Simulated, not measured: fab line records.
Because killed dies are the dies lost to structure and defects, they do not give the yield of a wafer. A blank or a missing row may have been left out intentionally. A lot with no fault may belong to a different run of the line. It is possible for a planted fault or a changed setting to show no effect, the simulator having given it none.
fab line records | flow n5-finfet | part 1 of 2: steps 1 to 21 of 31
[record] lots = 5 wafers = 15 last-day = 15
route steps=1938 shown BEOL_M8@1377 BEOL_M9@1401
lots with no fault: from the same line, run without faults
start-h: hours from the record's opening day to when the first of the lot's shown wafers began | wait-h: hours since the lot's step before | " as in the row above | L1.1+2: one row covering several wafers at once | - either no value or no given start | * or withheld: withheld | < > ~ a bound
route shown NAME@n: NAME is a module with steps in the file, n the number in the route of the first one | usual: mean and standard deviation over wafers with no fault | same: alike in all rows | chamber/n: place in a boat | sites: the reading at each site | _std_site: the standard deviation of these | _edge_site: mean of outer sites minus mean of inner sites | radius-mm: how far each site lies from the wafer's centre | mask NAME#n: copy n | behind: the most recent tool/chamber to have shaped the wafer | hold: the reason the lot was held/the length of the hold in hours/how it ended | device: the n, p or np transistor that did not switch | end of line: at the end of the route, the tests of the same wafers | a step given without rows: its recipe and nothing more | killed: the dies lost at the first sort to structure and to defects; this is not the yield of the wafer | map: per-die view of a wafer (x killed, . not killed, _ where there is no die)
set.NAME: the setting as run; set.NAME@STEP: as run at that earlier step | model.NAME: the simulator's own value behind a step, which no gauge read
a table for each step, a row for each wafer; lots at some steps of the route
services: when a tool's chamber went out of use (start-h, in hours from the record's first day, below 0 if earlier), for how many hours, and the reason
[[steps]]
[step N5_BEOL_M8_TRENCH_ETCH_37]
[recipe] chemistry = C4F6/O2 target-depth-a = 934.78 target = SiCOH_lowk time-s = 31.2 ion-energy-ev = 250 pressure-mtorr = 30 source-w = 345 bias-w = 185 Ar_flow_sccm = 300 C4F6_flow_sccm = 10 O2_flow_sccm = 10
[usual] drypump-motor-current-A = 5.7/0.41 mfc-ar-sccm = 300.0/0.94 oes-product-au = 0.79/0.085 rf-vpp-V = 667/12 showerhead-plenum-p-Torr = 2.82/0.092 throttle-valve-pct = 20.90/0.16
// columns lot.wafer tool chamber start-h wait-h drypump-motor-current-A mfc-ar-sccm oes-product-au rf-hours-counter-h rf-vpp-V showerhead-plenum-p-Torr throttle-valve-pct
L075.2 rie-diel-05 3 - - 5.2 300.0 0.90 24 675 2.79 21.04
L075.4 " 0 " " 5.7 301.1 0.71 200 644 2.82 20.98
L075.5 " 2 " " 5.7 297.9 0.73 - 686 2.96 20.68
L077.1 rie-diel-06 3 - - 6.4 299.5 0.70 216 664 2.72 20.93
L077.4 " 2 " " 5.7 299.6 0.91 - 655 3.01 20.58
L077.6 " 3 " " 6.4 301.5 0.69 - 665 2.72 20.95
L079.1 rie-diel-06 2 - - 5.6 300.7 0.91 15 656 3.01 20.59
L079.3 " 3 " " 6.5 298.3 0.69 218 667 2.72 20.93
L079.5 " 1 " " 5.4 298.9 0.76 - 660 2.83 20.60
L081.1 rie-diel-03 2 - - 6.2 301.6 0.72 192 662 2.72 20.97
L081.2 " 3 " " 5.6 300.4 0.86 63 671 2.78 20.87
L081.4 " 0 " " 6.1 301.5 0.79 121 663 2.76 21.04
L089.1 rie-diel-06 0 - - 5.1 300.2 0.92 17 682 2.91 20.82
L089.3 " 2 " " 5.6 300.5 0.87 42 656 3.00 20.62
L089.4 " 1 " " 5.4 299.3 0.73 179 661 2.82 20.63
[step N5_BEOL_M8_ETCH_41]
[recipe] chemistry = CH3F/O2 target = SiCN target-depth-a = 319 taper-deg = 2 time-s = 57.8 ion-energy-ev = 120 mask-material = TiN pressure-mtorr = 30 source-w = 395 bias-w = 75 Ar_flow_sccm = 150 CH3F_flow_sccm = 30 O2_flow_sccm = 20
[usual] drypump-motor-current-A = 5.7/0.41 mfc-ar-sccm = 150.0/0.47 oes-product-au = 0.79/0.086 rf-vpp-V = 296.9/1.7 showerhead-plenum-p-Torr = 1.98/0.068 throttle-valve-pct = 16.30/0.15
// columns lot.wafer tool chamber start-h wait-h drypump-motor-current-A mfc-ar-sccm oes-product-au rf-hours-counter-h rf-vpp-V showerhead-plenum-p-Torr throttle-valve-pct
L075.2 rie-diel-05 3 - - 5.2 150.2 0.90 24 297.4 1.96 16.34
L075.4 " 0 " " 5.7 150.4 0.72 200 297.1 1.98 16.42
L075.5 " 2 " " 5.7 150.5 0.73 - 299.3 2.08 16.13
L077.1 rie-diel-06 3 - - 6.5 149.9 0.70 216 295.1 1.90 16.37
L077.4 " 2 " " 5.7 150.6 0.93 - 298.9 2.12 15.98
L077.6 " 3 " " 6.4 149.7 0.70 - 294.8 1.90 16.36
L079.1 rie-diel-06 2 - - 5.6 150.1 0.92 15 300.5 2.12 15.98
L079.3 " 3 " " 6.5 149.7 0.70 218 295.3 1.90 16.36
L079.5 " 1 " " 5.4 150.1 0.76 - 297.9 1.99 16.06
L081.1 rie-diel-03 2 - - 6.2 149.6 0.73 192 295.1 1.91 16.40
L081.2 " 3 " " 5.6 149.4 0.86 63 295.4 1.95 16.23
L081.4 " 0 " " 6.1 149.5 0.79 121 296.4 1.93 16.40
L089.1 rie-diel-06 0 - - 5.0 150.2 0.91 17 298.9 2.05 16.12
L089.3 " 2 " " 5.6 150.2 0.85 42 298.1 2.11 16.04
L089.4 " 1 " " 5.4 150.1 0.73 179 297.7 1.98 16.12
[step N5_BEOL_M8_STRIP_80]
[recipe] chemistry = N2/H2 time-s = 10 power-w = 450 temp-c = 40 pressure-mtorr = 20 rf-frequency-hz = 6e+07 bias-power-w = 7 n2-flow-sccm = 200 h2-flow-sccm = 200
[usual] drypump-motor-current-A = 5.7/0.41 h2-flow-sccm = 200.0/0.6 oes-product-au = 0.78/0.087 rf-vpp-V = 59.0/0.85 showerhead-plenum-p-Torr = 2.51/0.091 throttle-valve-pct = 23.56/0.26
// columns lot.wafer tool chamber start-h wait-h drypump-motor-current-A h2-flow-sccm oes-product-au rf-hours-counter-h rf-vpp-V showerhead-plenum-p-Torr throttle-valve-pct
L075.2 rie-diel-05 3 - - 5.2 199.8 0.89 24 58.8 2.48 23.80
L075.4 " 0 " " 5.7 199.7 0.71 200 58.4 2.51 23.58
L075.5 " 2 " " 5.7 200.0 0.74 - 59.7 2.62 23.20
L077.1 rie-diel-06 3 - - 6.4 199.4 0.70 216 57.9 2.40 23.38
L077.4 " 2 " " 5.7 199.4 0.92 - 60.0 2.71 23.26
L077.6 " 3 " " 6.4 199.3 0.69 - 58.7 2.40 23.38
L079.1 rie-diel-06 2 - - 5.6 200.3 0.92 15 60.1 2.71 23.27
L079.3 " 3 " " 6.5 200.1 0.69 218 59.6 2.40 23.39
L079.5 " 1 " " 5.4 198.8 0.75 - 58.6 2.52 23.09
L081.1 rie-diel-03 2 - - 6.2 200.5 0.72 192 58.6 2.43 23.87
L081.2 " 3 " " 5.6 199.8 0.86 63 59.4 2.47 23.57
L081.4 " 0 " " 6.1 200.7 0.79 121 59.3 2.44 23.45
L089.1 rie-diel-06 0 - - 5.1 200.5 0.93 17 58.8 2.59 23.58
L089.3 " 2 " " 5.6 200.2 0.87 42 59.5 2.70 23.30
L089.4 " 1 " " 5.4 200.9 0.73 179 57.6 2.51 23.12
[step N5_BEOL_M8_OCD_MEAS_38]
[usual] trench-depth-nm = 93.7/1.6
// columns lot.wafer tool chamber start-h wait-h trench-depth-nm
L075.2 ocd-02 - 203.19 - 97.7
L075.4 " - " " 92.8
L075.5 " - " " 93.5
L077.1 ocd-01 - 224.40 - 91.7
L077.4 " - " " 91.8
L077.6 " - " " 91.7
L079.1 ocd-01 - 229.46 - 91.3
L079.3 " - " " 92.0
L079.5 " - " " 93.5
L081.1 ocd-01 - 234.90 - 95.2
L081.2 " - " " 95.1
L081.4 " - " " 95.0
L089.1 ocd-01 - 295.45 - 93.2
L089.3 " - " " 92.4
L089.4 " - " " 93.2
[step N5_BEOL_M8_HM_STRIP_39]
[recipe] chemistry = peroxide-tin-strip material = TiN target-depth-a = 250 temp-c = 50 time-s = 158
// columns lot.wafer tool chamber start-h wait-h
L075.2+4+5 wet-bench-06 0,7,5 203.23 0.0
L077.1+4+6 wet-bench-06 2,1,3 224.44 0.0
L079.1+3+5 wet-bench-06 0,7,5 229.50 0.0
L081.1+2+4 wet-bench-05 7,6,0 234.94 0.0
L089.1+3+4 wet-bench-01 4,1,5 295.49 0.0
[step N5_BEOL_M8_SRD_40]
[recipe] time-s = 30 temp-c = 23 rinse-liquid = diw dry = ipa-marangoni
// columns lot.wafer tool chamber start-h wait-h
L075.2+4+5 wet-bench-06 0,7,5 203.28 0.0
L077.1+4+6 wet-bench-06 2,1,3 224.49 0.0
L079.1+3+5 wet-bench-06 0,7,5 229.54 0.0
L081.1+2+4 wet-bench-05 7,6,0 234.98 0.0
L089.1+3+4 wet-bench-01 4,1,5 295.53 0.0
[step N5_BEOL_M8_PRECLEAN_42]
[recipe] chemistry = residue-remover time-s = 60 temp-c = 40
// columns lot.wafer tool chamber start-h wait-h
L075.2+4+5 wet-bench-06 0,7,5 203.29 0.0
L077.1+4+6 wet-bench-06 2,1,3 224.51 0.0
L079.1+3+5 wet-bench-06 0,7,5 229.56 0.0
L081.1+2+4 wet-bench-05 7,6,0 235.00 0.0
L089.1+3+4 wet-bench-01 4,1,5 295.55 0.0
[step N5_BEOL_M8_SRD_43]
[recipe] time-s = 30 temp-c = 23 rinse-liquid = diw dry = ipa-marangoni
// columns lot.wafer tool chamber start-h wait-h
L075.2+4+5 wet-bench-06 0,7,5 203.31 0.0
L077.1+4+6 wet-bench-06 2,1,3 224.53 0.0
L079.1+3+5 wet-bench-06 0,7,5 229.58 0.0
L081.1+2+4 wet-bench-05 7,6,0 235.02 0.0
L089.1+3+4 wet-bench-01 4,1,5 295.57 0.0
[step N5_BEOL_M8_CD_MEAS_35]
[recipe] target-cd-nm = 40 polarity = opening
[usual] cd-nm = 40.1/0.57
// columns lot.wafer tool chamber start-h wait-h cd-nm
L075.2 cd-sem-01 - 203.35 0.0 38.7
L075.4 " - " " 40.0
L075.5 " - " " 40.0
L077.1 cd-sem-02 - 224.57 0.0 40.3
L077.4 " - " " 40.1
L077.6 " - " " 39.5
L079.1 cd-sem-02 - 229.62 0.0 40.5
L079.3 " - " " 40.2
L079.5 " - " " 40.3
L081.1 cd-sem-01 - 235.06 0.0 40.5
L081.2 " - " " 40.8
L081.4 " - " " 40.9
L089.1 cd-sem-02 - 295.61 0.0 40.4
L089.3 " - " " 40.2
L089.4 " - " " 39.6
[step N5_BEOL_M8_CURE_75]
[recipe] temp-c = 370 time-s = 120 ambient = DMADMS/He material = SiCOH_lowk
[usual] lamp-power-pct = 52.31/0.057 wafer_temp_C_max = 372.0/0.57
// columns lot.wafer tool chamber start-h wait-h lamp-power-pct wafer_temp_C_max
L075.2 uv-cure-03 2 203.53 0.2 52.31 371.6
L075.4 " 2 " " 52.21 372.2
L075.5 " 2 " " 52.24 371.7
L077.1 uv-cure-02 1 224.62 0.0 52.33 373.3
L077.4 " 1 " " 52.34 372.6
L077.6 " 1 " " 52.19 372.9
L079.1 uv-cure-03 1 229.66 0.0 52.32 371.8
L079.3 " 1 " " 52.30 372.6
L079.5 " 1 " " 52.43 372.5
L081.1 uv-cure-02 2 235.10 0.0 52.25 372.6
L081.2 " 2 " " 52.33 372.1
L081.4 " 2 " " 52.29 372.2
L089.1 uv-cure-02 0 295.65 0.0 52.33 371.3
L089.3 " 0 " " 52.26 372.1
L089.4 " 0 " " 52.32 371.3
[step N5_BEOL_M8_DEGAS_44]
[recipe] ambient = vacuum temp-c = 250 time-s = 60
[usual] heater-power-w = 360/50
// columns lot.wafer tool chamber start-h wait-h heater-power-w
L075.2 pvd-sputter-01 - 203.99 0.4 338
L075.4 " - " " 357
L075.5 " - " " 361
L077.1 pvd-sputter-02 - 225.09 0.4 369
L077.4 " - " " 457
L077.6 " - " " 457
L079.1 pvd-sputter-02 - 231.15 1.4 462
L079.3 " - " " 352
L079.5 " - " " 303
L081.1 pvd-sputter-01 - 235.44 0.3 411
L081.2 " - " " 339
L081.4 " - " " 364
L089.1 pvd-sputter-02 - 296.27 0.5 313
L089.3 " - " " 456
L089.4 " - " " 368
[step N5_BEOL_M8_PRE_CLEAN_45]
[recipe] gas = H2/He time-s = 30 temp-c = 250
[usual] heater-power-w = 361/51
// columns lot.wafer tool chamber start-h wait-h heater-power-w
L075.2 pvd-sputter-01 - 204.03 0.0 338
L075.4 " - " " 360
L075.5 " - " " 362
L077.1 pvd-sputter-02 - 225.13 0.0 366
L077.4 " - " " 467
L077.6 " - " " 459
L079.1 pvd-sputter-02 - 231.19 0.0 450
L079.3 " - " " 354
L079.5 " - " " 309
L081.1 pvd-sputter-01 - 235.48 0.0 398
L081.2 " - " " 345
L081.4 " - " " 356
L089.1 pvd-sputter-02 - 296.31 0.0 313
L089.3 " - " " 450
L089.4 " - " " 365
[step N5_BEOL_M8_ALD_77]
[recipe] material = TaN target-thk-a = 20 temp-c = 275 ald-precursor-family = PDMAT ald-co-reactant = NH3 pressure-torr = 3 carrier-flow-sccm = 1500 pulse-time-s = 2 purge-time-s = 3 co-reactant-purge-time-s = 2 co-reactant-pulse-time-s = 3 ald-cycles = 40 precursor-vessel-temp-c = 75 precursor-vessel-pressure-torr = 26.25 precursor-vessel-carrier-sccm = 1000
[usual] chamber-pressure-Torr = 3.001/0.0068 heater-power-w = 412/35
// columns lot.wafer tool chamber start-h wait-h chamber-pressure-Torr heater-power-w
L075.2 ald-metal-03 0 204.16 0.1 3.006 452
L075.4 " 3 " " 2.992 415
L075.5 " 3 " " 2.995 412
L077.1 ald-metal-04 2 225.42 0.3 2.999 369
L077.4 " 3 " " 2.992 383
L077.6 " 3 " " 2.999 389
L079.1 ald-metal-04 2 231.43 0.2 3.009 372
L079.3 " 1 " " 2.999 422
L079.5 " 0 " " 2.998 399
L081.1 ald-metal-03 0 235.56 0.1 2.997 448
L081.2 " 1 " " 3.016 433
L081.4 " 2 " " 3.001 466
L089.1 ald-metal-04 2 296.37 0.0 2.995 367
L089.3 " 1 " " 2.996 417
L089.4 " 0 " " 3.005 410
[step N5_BEOL_M8_SURFACE_TREAT_79]
[recipe] gas = Ar time-s = * ion-energy-ev = * ion-current-ma-cm2 = 0.5 pressure-mtorr = * ar-flow-sccm = 30
[usual] pressure-mtorr = * throttle-valve-pct = *
// columns lot.wafer tool chamber start-h wait-h pressure-mtorr throttle-valve-pct
L075.2 pvd-sputter-02 - 204.84 0.5 * *
L075.4 " - " " * *
L075.5 " - " " * *
L077.1 pvd-sputter-03 - 226.54 1.0 * *
L077.4 " - " " * *
L077.6 " - " " * *
L079.1 pvd-sputter-02 - 231.77 0.2 * *
L079.3 " - " " * *
L079.5 " - " " * *
L081.1 pvd-sputter-01 - 235.84 0.2 * *
L081.2 " - " " * *
L081.4 " - " " * *
L089.1 pvd-sputter-03 - 296.85 0.4 * *
L089.3 " - " " * *
L089.4 " - " " * *
[step N5_BEOL_M8_CVD_78]
[recipe] material = Co target-thk-a = 20 temp-c = withheld precursor = CCTBA/H2 pressure-torr = 30 time-s = 142.3
[usual] chamber-pressure-Torr = 30.01/0.064
// columns lot.wafer tool chamber start-h wait-h chamber-pressure-Torr
L075.2 cvd-co-01 0 205.08 0.2 29.93
L075.4 " 2 " " 30.03
L075.5 " 0 " " 29.89
L077.1 cvd-co-02 2 226.80 0.2 29.87
L077.4 " 2 " " 29.90
L077.6 " 0 " " 30.06
L079.1 cvd-co-01 0 231.83 0.0 30.00
L079.3 " 1 " " 30.05
L079.5 " 1 " " 30.00
L081.1 cvd-co-01 1 236.13 0.3 29.86
L081.2 " 2 " " 30.02
L081.4 " 1 " " 29.91
L089.1 cvd-co-01 1 296.96 0.1 30.10
L089.3 " 2 " " 29.91
L089.4 " 1 " " 30.06
[step N5_BEOL_M8_SPUTTER_48]
[recipe] material = Cu target-thk-a = 100 temp-c = -20 bias-v = 60 power-w = 26000 chamber-pressure-pa = 0.13 time-s = 1.667
[usual] bias-v = 60.1/0.63 chamber-pressure-pa = 0.13001/0.00026 chuck-gas-flow-sccm = 1.27/0.057 substrate-temp-c = -19.99/0.1 throttle-valve-pct = 30.2/1.1
// columns lot.wafer tool chamber start-h wait-h bias-v chamber-pressure-pa chuck-gas-flow-sccm substrate-temp-c throttle-valve-pct
L075.2 pvd-sputter-02 - 205.24 0.1 59.8 0.1298 1.22 -20.05 30.2
L075.4 " - " " 59.9 0.13 1.32 -20.08 31.8
L075.5 " - " " 60.1 0.13021 1.31 -19.97 30.4
L077.1 pvd-sputter-03 - 226.98 0.1 61.0 0.13 1.32 -20.01 28.3
L077.4 " - " " 60.2 0.12973 1.34 -20.13 29.4
L077.6 " - " " 59.7 0.12955 1.27 -20.12 29.2
L079.1 pvd-sputter-02 - 231.99 0.1 60.5 0.12968 1.27 -20.04 30.0
L079.3 " - " " 59.6 0.12957 1.22 -19.97 30.2
L079.5 " - " " 60.9 0.12975 1.27 -20.02 29.9
L081.1 pvd-sputter-03 - 237.37 1.2 59.2 0.13008 1.33 -20.04 31.9
L081.2 " - " " 58.8 0.12986 1.19 -19.85 29.1
L081.4 " - " " 59.3 0.13021 1.31 -20.16 28.6
L089.1 pvd-sputter-03 - 297.09 0.1 60.4 0.13012 1.24 -20.00 28.9
L089.3 " - " " 59.8 0.12967 1.35 -20.02 30.1
L089.4 " - " " 59.1 0.12973 1.31 -20.02 31.6
[step N5_BEOL_M8_ECD_50]
[recipe] material = Cu target-thk-a = 3000
// columns lot.wafer tool chamber start-h wait-h
L075.2+4+5 ecd-cu-01 1,1,0 205.35 0.1
L077.1+4+6 ecd-cu-02 1,1,0 227.10 0.1
L079.1+3+5 ecd-cu-02 0,1,0 232.12 0.1
L081.1+2+4 ecd-cu-02 1,0,1 237.49 0.1
L089.1+3+4 ecd-cu-02 1,1,0 297.21 0.1
[step N5_BEOL_M8_ANNEAL_51]
[recipe] temp-c = 225 time-s = 90 ambient = N2
[usual] anneal-temp-c = 224.94/0.17 wafer_temp_C_max = 225.94/0.24
// columns lot.wafer tool chamber start-h wait-h anneal-temp-c wafer_temp_C_max
L075.2 rtp-anneal-02 0 206.24 0.9 225.40 225.69
L075.4 " 0 " " 225.09 226.03
L075.5 " 0 " " 225.20 226.08
L077.1 rtp-anneal-02 0 227.20 0.1 225.05 226.08
L077.4 " 0 " " 224.71 225.65
L077.6 " 0 " " 224.91 226.30
L079.1 rtp-anneal-01 0 232.29 0.1 224.96 225.90
L079.3 " 0 " " 225.17 225.84
L079.5 " 0 " " 225.08 225.58
L081.1 rtp-anneal-02 0 237.75 0.2 224.92 225.91
L081.2 " 0 " " 224.91 225.87
L081.4 " 0 " " 224.89 225.83
L089.1 rtp-anneal-01 0 297.30 0.1 224.95 225.86
L089.3 " 0 " " 224.76 226.27
L089.4 " 0 " " 224.93 226.24
[step N5_BEOL_M8_CMP_52]
[recipe] stop-on = SiCOH_lowk t-overpolish-s = 6.9 down-force-psi = 1 platen-rpm = 50 clearing-platen-down-force-psi = 1.5 clearing-platen-rpm = 50 post-cmp-clean = cu-alkaline target-thk-nm = 80 clearing-platen-pad-velocity-m-s = 0.99484 pad-velocity-m-s = 0.99484
[usual] barrier-field-endpoint-s = 28.9/0.79 motor-current-A = 5.8/0.54 overpolish-run-s = 6.899/0.0087 time-to-endpoint-s = 63/3.5
// columns lot.wafer tool chamber start-h wait-h barrier-field-endpoint-s motor-current-A overpolish-run-s time-to-endpoint-s
L075.2 cmp-01 3 206.85 0.5 28.7 7.7 6.898 61
L075.4 " 0 " " 29.7 6.1 6.905 62
L075.5 " 1 " " 30.4 5.7 6.894 67
L077.1 cmp-02 2 227.51 0.3 28.2 5.5 6.898 60
L077.4 " 3 " " 28.7 5.5 6.904 61
L077.6 " 2 " " 29.2 5.4 6.895 64
L079.3 cmp-02 0 232.60 0.2 28.4 6.0 6.903 57
L079.1 " 1 " " 28.8 6.6 6.891 61
L079.5 " 1 " " 29.2 6.5 6.886 61
L081.4 cmp-03 1 238.09 0.2 29.0 5.0 6.888 66
L081.2 " 2 " " 28.8 5.3 6.883 60
L081.1 " 3 " " 27.3 6.0 6.905 56
L089.1 cmp-02 3 297.64 0.3 27.9 5.5 6.900 60
L089.4 " 0 " " 28.2 6.6 6.892 64
L089.3 " 1 " " 28.8 6.3 6.913 67
[step N5_BEOL_M8_THK_MEAS_53]
[recipe] thk-meas-gauge = xrf reads = Cu_of_BEOL_M8_ECD_50
[usual] M8_THK = 79.8/1.9
// columns lot.wafer tool chamber start-h wait-h M8_THK[nm]
L075.2 film-metro-01 - 207.07 - 83.6
L075.4 " - " " 78.6
L075.5 " - " " 78.5
L077.1 film-metro-01 - 227.80 - 78.3
L077.4 " - " " 77.2
L077.6 " - " " 77.1
L079.1 film-metro-01 - 232.89 - 77.2
L079.3 " - " " 77.6
L079.5 " - " " 80.3
L081.1 film-metro-02 - 238.35 - 78.6
L081.2 " - " " 81.2
L081.4 " - " " 83.1
L089.1 film-metro-02 - 297.89 - 80.7
L089.3 " - " " 79.5
L089.4 " - " " 79.0
[step N5_BEOL_M8_PRE_CLEAN_55]
[recipe] gas = NH3 time-s = 15 temp-c = withheld rf-power-w = 300
// columns lot.wafer tool chamber start-h wait-h
L075.2+4+5 pecvd-04 0,0,1 207.10 0.0
L077.1+4+6 pecvd-04 2,1,0 227.84 0.0
L079.1+3+5 pecvd-03 0,1,1 232.93 0.0
L081.1+2+4 pecvd-01 0,1,0 238.38 0.0
L089.1+3+4 pecvd-01 1,2,0 297.93 0.0
